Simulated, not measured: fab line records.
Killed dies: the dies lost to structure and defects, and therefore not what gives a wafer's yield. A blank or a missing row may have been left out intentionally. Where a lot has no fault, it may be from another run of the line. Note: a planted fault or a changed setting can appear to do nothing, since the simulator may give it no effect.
Matching of chambers + flow n5Finfet + rieDiel-01 running N5_HKMG_FIN_DESCUM_53: 4 sister chambers
The step chemistry O2, time 7.9 s. 8 wafers are shown with their chamber, then 7 later ones without.

## WAFERS WITH THEIR CHAMBER
| wafer  | chamber | drypumpMotorCurrentA (A) | showerheadPlenumPTorr (Torr) |
|--------|---------|--------------------------|------------------------------|
| L076.1 | 0       | 6.5                      | 2.05                         |
| L080.3 | 3       | 5.2                      | 2.11                         |
| L080.5 | 1       | 5.7                      | 2.11                         |
| L081.2 | 0       | 6.5                      | 2.05                         |
| L081.5 | 1       | 5.6                      | 2.11                         |
| L081.6 | 2       | 5.0                      | 2.16                         |
| L082.2 | 3       | 5.2                      | 2.10                         |
| L082.3 | 2       | 5.0                      | 2.16                         |

## WAFERS WHOSE CHAMBER IS MISSING
| wafer  | drypumpMotorCurrentA (A) | showerheadPlenumPTorr (Torr) |
|--------|--------------------------|------------------------------|
| L082.5 | 5.0                      | 2.16                         |
| L095.4 | 5.6                      | 2.10                         |
| L095.5 | 5.2                      | 2.09                         |
| L095.6 | 6.5                      | 2.04                         |
| L097.1 | 5.7                      | 2.09                         |
| L097.2 | 6.5                      | 2.04                         |
| L097.5 | 6.5                      | 2.04                         |

## WHICH CHAMBER EACH WENT THROUGH
| wafer  | from the rows above | in truth |
|--------|---------------------|----------|
| L082.5 | 2                   | 2        |
| L095.4 | 1                   | 1        |
| L095.5 | 3                   | 3        |
| L095.6 | 0                   | 0        |
| L097.1 | 1                   | 1        |
| L097.2 | 0                   | 0        |
| L097.5 | 0                   | 0        |
Placed correctly: 7 of 7. From these rows, 0 cannot be placed. Wrongly placed: 0.
How it was worked out, from the rows above alone: a wafer's distance from a chamber is the root of the sum, over the readings, of the square of ((its reading less the chamber's mean) divided by the reading's scatter). The wafer belongs to the nearest chamber; if the next one is less than 2 further off, it can't be placed. The mean given for a chamber averages the wafers shown for that chamber. The scatter: the root of (the sum of the squares of (reading less its chamber's mean) over the shown wafers, divided by (wafers less chambers)).
